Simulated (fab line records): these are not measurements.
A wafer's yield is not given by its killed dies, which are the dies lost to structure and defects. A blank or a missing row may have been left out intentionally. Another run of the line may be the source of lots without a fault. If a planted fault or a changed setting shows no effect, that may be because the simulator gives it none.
Which of the tools did it? || flow n5_finfet || 30 wafers from 10 lots sampled at 5 of the route's 1938 steps

== WHAT THE GAUGES READ, wafer by wafer ==
N5_BEOL_M4_THK_MEAS_01.
{"lot": "L593", "measured": "day 7 14:26", "on": "film_metro-01", "M4_ILD_THK (nm)": "78.0 79.8 78.5"}
{"lot": "L595", "measured": "day 8 03:38", "on": "film_metro-02", "M4_ILD_THK (nm)": "77.2 78.8 77.5"}
{"lot": "L598", "measured": "day 9 04:18", "on": "film_metro-01", "M4_ILD_THK (nm)": "78.3 78.0 78.6"}
{"lot": "L599", "measured": "day 9 17:08", "on": "film_metro-01", "M4_ILD_THK (nm)": "78.0 76.8 79.1"}
{"lot": "L601", "measured": "day 9 20:29", "on": "film_metro-02", "M4_ILD_THK (nm)": "77.9 78.1 79.2"}
{"lot": "L609", "measured": "day 11 20:24", "on": "film_metro-01", "M4_ILD_THK (nm)": "78.1 78.4 79.4"}
{"lot": "L611", "measured": "day 12 00:59", "on": "film_metro-01", "M4_ILD_THK (nm)": "77.5 78.0 79.3"}
{"lot": "L612", "measured": "day 12 21:38", "on": "film_metro-01", "M4_ILD_THK (nm)": "78.9 78.9 79.4"}
{"lot": "L615", "measured": "day 13 04:41", "on": "film_metro-02", "M4_ILD_THK (nm)": "78.3 79.6 78.2"}
{"lot": "L614", "measured": "day 13 12:31", "on": "film_metro-01", "M4_ILD_THK (nm)": "78.5 80.1 79.0"}

N5_BEOL_M4_CD_MEAS_11: target cd 16.79 nm.
{"lot": "L593", "measured": "day 7 16:13", "on": "cd_sem-01", "cd_nm (nm)": "16.86 16.83 16.92"}
{"lot": "L595", "measured": "day 8 04:35", "on": "cd_sem-01", "cd_nm (nm)": "16.82 16.69 16.92"}
{"lot": "L598", "measured": "day 9 06:54", "on": "cd_sem-02", "cd_nm (nm)": "16.70 16.73 16.53"}
{"lot": "L599", "measured": "day 9 19:28", "on": "cd_sem-03", "cd_nm (nm)": "16.56 16.55 17.06"}
{"lot": "L601", "measured": "day 9 22:41", "on": "cd_sem-01", "cd_nm (nm)": "17.15 16.84 16.97"}
{"lot": "L609", "measured": "day 11 21:29", "on": "cd_sem-01", "cd_nm (nm)": "17.04 16.63 16.21"}
{"lot": "L611", "measured": "day 12 02:57", "on": "cd_sem-03", "cd_nm (nm)": "16.85 17.22 16.82"}
{"lot": "L612", "measured": "day 12 23:58", "on": "cd_sem-03", "cd_nm (nm)": "16.95 16.83 17.08"}
{"lot": "L615", "measured": "day 13 07:34", "on": "cd_sem-01", "cd_nm (nm)": "16.70 16.76 16.58"}
{"lot": "L614", "measured": "day 13 14:14", "on": "cd_sem-03", "cd_nm (nm)": "17.19 17.02 16.55"}

N5_BEOL_M4_RC_MEAS_101.
{"lot": "L593", "measured": "day 8 04:26", "on": "prober-02", "DIBL_N (mV/V)": "37.2 34.8 37.4", "DIBL_P (mV/V)": "35.9 33.7 36.4", "IOFF_N (nA/um)": "0.159 0.124 0.168", "IOFF_P (nA/um)": "0.181 0.161 0.194", "ION_N (uA/um)": "682 668 674", "ION_P (uA/um)": "449 458 452", "SS_N (mV/dec)": "73.0 71.3 72.1", "SS_P (mV/dec)": "73.1 73.1 72.9", "VT_N (mV)": "252.0 255.4 250.2", "VT_P (mV)": "-252.2 -252.7 -252.2"}
{"lot": "L595", "measured": "day 8 14:12", "on": "prober-02", "DIBL_N (mV/V)": "39.3 36.8 35.7", "DIBL_P (mV/V)": "38.5 36.2 34.4", "IOFF_N (nA/um)": "0.174 0.132 0.116", "IOFF_P (nA/um)": "0.185 0.155 0.142", "ION_N (uA/um)": "669 662 657", "ION_P (uA/um)": "447 446 444", "SS_N (mV/dec)": "72.4 71.7 71.4", "SS_P (mV/dec)": "74.5 72.9 73.5", "VT_N (mV)": "252.2 253.1 258.6", "VT_P (mV)": "-256.8 -256.9 -256.9"}
{"lot": "L598", "measured": "day 9 13:07", "on": "prober-02", "DIBL_N (mV/V)": "37.8 36.2 36.0", "DIBL_P (mV/V)": "37.6 35.6 35.5", "IOFF_N (nA/um)": "0.182 0.152 0.147", "IOFF_P (nA/um)": "0.234 0.199 0.197", "ION_N (uA/um)": "680 684 681", "ION_P (uA/um)": "470 466 466", "SS_N (mV/dec)": "71.4 70.8 71.3", "SS_P (mV/dec)": "73.9 73.4 73.8", "VT_N (mV)": "247.4 249.2 248.4", "VT_P (mV)": "-247.5 -249.2 -248.3"}
{"lot": "L599", "measured": "day 10 04:04", "on": "prober-02", "DIBL_N (mV/V)": "35.0 35.8 35.1", "DIBL_P (mV/V)": "35.0 36.2 34.2", "IOFF_N (nA/um)": "0.147 0.169 0.147", "IOFF_P (nA/um)": "0.186 0.206 0.174", "ION_N (uA/um)": "666 679 666", "ION_P (uA/um)": "460 465 449", "SS_N (mV/dec)": "71.6 71.2 71.5", "SS_P (mV/dec)": "73.4 73.2 73.8", "VT_N (mV)": "252.3 249.0 252.8", "VT_P (mV)": "-252.5 -253.1 -252.6"}
{"lot": "L601", "measured": "day 10 08:23", "on": "prober-01", "DIBL_N (mV/V)": "36.8 34.7 35.9", "DIBL_P (mV/V)": "37.6 35.0 36.6", "IOFF_N (nA/um)": "0.163 0.129 0.149", "IOFF_P (nA/um)": "0.205 0.174 0.195", "ION_N (uA/um)": "674 655 672", "ION_P (uA/um)": "460 453 467", "SS_N (mV/dec)": "71.6 71.5 71.7", "SS_P (mV/dec)": "73.1 73.2 73.2", "VT_N (mV)": "249.0 253.7 250.0", "VT_P (mV)": "-249.7 -253.0 -250.1"}
{"lot": "L609", "measured": "day 12 04:25", "on": "prober-01", "DIBL_N (mV/V)": "34.8 35.5 36.8", "DIBL_P (mV/V)": "34.5 35.5 36.3", "IOFF_N (nA/um)": "0.125 0.136 0.145", "IOFF_P (nA/um)": "0.172 0.194 0.209", "ION_N (uA/um)": "655 660 659", "ION_P (uA/um)": "449 458 458", "SS_N (mV/dec)": "71.9 71.4 71.2", "SS_P (mV/dec)": "72.9 73.9 73.0", "VT_N (mV)": "256.1 254.0 250.3", "VT_P (mV)": "-255.7 -254.8 -253.4"}
{"lot": "L611", "measured": "day 12 18:36", "on": "prober-01", "DIBL_N (mV/V)": "35.8 38.0 36.2", "DIBL_P (mV/V)": "35.5 37.1 35.9", "IOFF_N (nA/um)": "0.135 0.161 0.139", "IOFF_P (nA/um)": "0.225 0.260 0.243", "ION_N (uA/um)": "662 656 655", "ION_P (uA/um)": "466 461 458", "SS_N (mV/dec)": "70.9 72.7 71.7", "SS_P (mV/dec)": "73.0 73.9 73.3", "VT_N (mV)": "253.4 249.9 252.5", "VT_P (mV)": "-250.0 -247.8 -245.9"}
{"lot": "L612", "measured": "day 13 07:52", "on": "prober-01", "DIBL_N (mV/V)": "37.1 37.6 37.2", "DIBL_P (mV/V)": "35.6 37.3 37.7", "IOFF_N (nA/um)": "0.163 0.188 0.193", "IOFF_P (nA/um)": "0.198 0.241 0.248", "ION_N (uA/um)": "661 676 687", "ION_P (uA/um)": "449 463 469", "SS_N (mV/dec)": "71.9 71.9 71.4", "SS_P (mV/dec)": "73.7 74.4 73.6", "VT_N (mV)": "250.8 244.2 246.1", "VT_P (mV)": "-252.9 -245.9 -245.7"}
{"lot": "L615", "measured": "day 13 17:35", "on": "prober-01", "DIBL_N (mV/V)": "36.1 37.4 37.3", "DIBL_P (mV/V)": "37.4 38.9 38.9", "IOFF_N (nA/um)": "0.157 0.189 0.187", "IOFF_P (nA/um)": "0.192 0.220 0.211", "ION_N (uA/um)": "677 685 669", "ION_P (uA/um)": "453 465 455", "SS_N (mV/dec)": "71.5 71.6 71.8", "SS_P (mV/dec)": "73.3 74.2 73.7", "VT_N (mV)": "247.4 245.6 248.7", "VT_P (mV)": "-252.0 -250.3 -251.6"}
{"lot": "L614", "measured": "day 13 22:59", "on": "prober-01", "DIBL_N (mV/V)": "34.7 35.0 35.2", "DIBL_P (mV/V)": "34.7 35.3 36.0", "IOFF_N (nA/um)": "0.130 0.134 0.145", "IOFF_P (nA/um)": "0.191 0.199 0.215", "ION_N (uA/um)": "662 679 672", "ION_P (uA/um)": "459 466 464", "SS_N (mV/dec)": "71.6 70.6 71.2", "SS_P (mV/dec)": "72.5 72.7 72.4", "VT_N (mV)": "253.3 251.0 250.8", "VT_P (mV)": "-251.2 -248.1 -249.1"}

== EACH LOT AND THE TOOL THAT RAN IT (in order: tool; ch and the chambers of the sampled wafers; start) ==
{"lot": "L593", "N5_BEOL_M4_PECVD_72": "pecvd-04 ch 1,2, day 7 14:28", "N5_BEOL_M4_COAT_73": "litho_track-05 ch 0, day 7 15:57"}
{"lot": "L595", "N5_BEOL_M4_PECVD_72": "pecvd-02 ch 0,2, day 8 03:40", "N5_BEOL_M4_COAT_73": "litho_track-05 ch 0, day 8 04:12"}
{"lot": "L598", "N5_BEOL_M4_PECVD_72": "pecvd-01 ch 0,1, day 9 04:20", "N5_BEOL_M4_COAT_73": "litho_track-01 ch 0, day 9 06:31"}
{"lot": "L599", "N5_BEOL_M4_PECVD_72": "pecvd-01 ch 0,1, day 9 17:10", "N5_BEOL_M4_COAT_73": "litho_track-05 ch 0, day 9 19:11"}
{"lot": "L601", "N5_BEOL_M4_PECVD_72": "pecvd-04 ch 0,1,2, day 9 20:32", "N5_BEOL_M4_COAT_73": "litho_track-05 ch 0, day 9 22:26"}
{"lot": "L609", "N5_BEOL_M4_PECVD_72": "pecvd-01 ch 0,1, day 11 20:26", "N5_BEOL_M4_COAT_73": "litho_track-04 ch 0, day 11 21:05"}
{"lot": "L611", "N5_BEOL_M4_PECVD_72": "pecvd-02 ch 1,2, day 12 01:01", "N5_BEOL_M4_COAT_73": "litho_track-01 ch 0, day 12 02:34"}
{"lot": "L612", "N5_BEOL_M4_PECVD_72": "pecvd-02 ch 1,2, day 12 21:41", "N5_BEOL_M4_COAT_73": "litho_track-01 ch 0, day 12 23:41"}
{"lot": "L615", "N5_BEOL_M4_PECVD_72": "pecvd-01 ch 0,1,2, day 13 04:44", "N5_BEOL_M4_COAT_73": "litho_track-05 ch 0, day 13 07:17"}
{"lot": "L614", "N5_BEOL_M4_PECVD_72": "pecvd-02 ch 0,1, day 13 12:34", "N5_BEOL_M4_COAT_73": "litho_track-01 ch 0, day 13 13:58"}
- N5_BEOL_M4_PECVD_72: deposits SiO2 from TEOS/O2, target thk 16 nm, time 18 s.
- N5_BEOL_M4_COAT_73: time 60 s, resist thk 5 nm.

== WHAT THE TOOLS THEMSELVES READ (means of the sampled wafers that have a number; where no wafer has one, the mark that the record gives instead) ==
N5_BEOL_M4_PECVD_72.
{"lot": "L593", "tool": "pecvd-04", "heater_power_w (W)": 650, "showerhead_plenum_p_Torr (Torr)": 8.75, "throttle_valve_pct (%)": 22.5}
{"lot": "L595", "tool": "pecvd-02", "heater_power_w (W)": 769, "showerhead_plenum_p_Torr (Torr)": 8.80, "throttle_valve_pct (%)": 22.3}
{"lot": "L598", "tool": "pecvd-01", "heater_power_w (W)": 684, "showerhead_plenum_p_Torr (Torr)": 8.76, "throttle_valve_pct (%)": 24.0}
{"lot": "L599", "tool": "pecvd-01", "heater_power_w (W)": 722, "showerhead_plenum_p_Torr (Torr)": 8.73, "throttle_valve_pct (%)": 23.9}
{"lot": "L601", "tool": "pecvd-04", "heater_power_w (W)": 745, "showerhead_plenum_p_Torr (Torr)": 8.78, "throttle_valve_pct (%)": 22.4}
{"lot": "L609", "tool": "pecvd-01", "heater_power_w (W)": 680, "showerhead_plenum_p_Torr (Torr)": 8.76, "throttle_valve_pct (%)": 23.9}
{"lot": "L611", "tool": "pecvd-02", "heater_power_w (W)": 647, "showerhead_plenum_p_Torr (Torr)": 8.76, "throttle_valve_pct (%)": 21.3}
{"lot": "L612", "tool": "pecvd-02", "heater_power_w (W)": 673, "showerhead_plenum_p_Torr (Torr)": 8.79, "throttle_valve_pct (%)": 21.4}
{"lot": "L615", "tool": "pecvd-01", "heater_power_w (W)": 716, "showerhead_plenum_p_Torr (Torr)": 8.77, "throttle_valve_pct (%)": 23.4}
{"lot": "L614", "tool": "pecvd-02", "heater_power_w (W)": 768, "showerhead_plenum_p_Torr (Torr)": 8.78, "throttle_valve_pct (%)": 22.4}

N5_BEOL_M4_COAT_73.
{"lot": "L593", "tool": "litho_track-05", "dispense_pressure_kPa (kPa)": 41, "resist_line_temp_C (C)": 23.21, "spin_speed_rpm (rpm)": 1501.2}
{"lot": "L595", "tool": "litho_track-05", "dispense_pressure_kPa (kPa)": 41, "resist_line_temp_C (C)": 22.97, "spin_speed_rpm (rpm)": 1500.2}
{"lot": "L598", "tool": "litho_track-01", "dispense_pressure_kPa (kPa)": 48, "resist_line_temp_C (C)": 23.03, "spin_speed_rpm (rpm)": 1498.7}
{"lot": "L599", "tool": "litho_track-05", "dispense_pressure_kPa (kPa)": 41, "resist_line_temp_C (C)": 23.03, "spin_speed_rpm (rpm)": 1455.6}
{"lot": "L601", "tool": "litho_track-05", "dispense_pressure_kPa (kPa)": 41, "resist_line_temp_C (C)": 22.91, "spin_speed_rpm (rpm)": 1456.5}
{"lot": "L609", "tool": "litho_track-04", "dispense_pressure_kPa (kPa)": 49, "resist_line_temp_C (C)": 23.11, "spin_speed_rpm (rpm)": 1499.9}
{"lot": "L611", "tool": "litho_track-01", "dispense_pressure_kPa (kPa)": 48, "resist_line_temp_C (C)": 23.12, "spin_speed_rpm (rpm)": 1499.1}
{"lot": "L612", "tool": "litho_track-01", "dispense_pressure_kPa (kPa)": 48, "resist_line_temp_C (C)": 23.02, "spin_speed_rpm (rpm)": 1499.8}
{"lot": "L615", "tool": "litho_track-05", "dispense_pressure_kPa (kPa)": 42, "resist_line_temp_C (C)": 23.07, "spin_speed_rpm (rpm)": 1499.0}
{"lot": "L614", "tool": "litho_track-01", "dispense_pressure_kPa (kPa)": 48, "resist_line_temp_C (C)": 23.02, "spin_speed_rpm (rpm)": 1500.2}

== THE ANSWER, worked out from the rows above alone ==
Rule: what is usual is taken from the lots themselves. The widest of any qualifying gaps counts: lots, ordered by their means at a reading, are off when they make up no more than a third of the lots, leave a main group of 4 or more, and stand apart from it by 3 or more times the standard deviation of that group's means. A main group is skipped when, at the precision printed for the reading in the tables above, its means are all equal. Also off: a lot with no number at a reading for which 4 or more lots have one. The other lots that the step has rows for count as sound. Order of review: gauges by route order, followed by the tools' own readings, for which a lot's mean as printed above is used. At the first step where some lot is off, the reading lying furthest off is the one used; lots without a number count as furthest.
Off: L599, L601, at N5_BEOL_M4_COAT_73 (spin_speed_rpm). Mean 1499.8 rpm and standard deviation 0.76 in the main group.
A tool fits if, at that step or a process step before it, it ran every lot that is off, and no sound lot after the first of them. No candidate that was tried fits.

== WHAT THE SIMULATOR PUT IN ==
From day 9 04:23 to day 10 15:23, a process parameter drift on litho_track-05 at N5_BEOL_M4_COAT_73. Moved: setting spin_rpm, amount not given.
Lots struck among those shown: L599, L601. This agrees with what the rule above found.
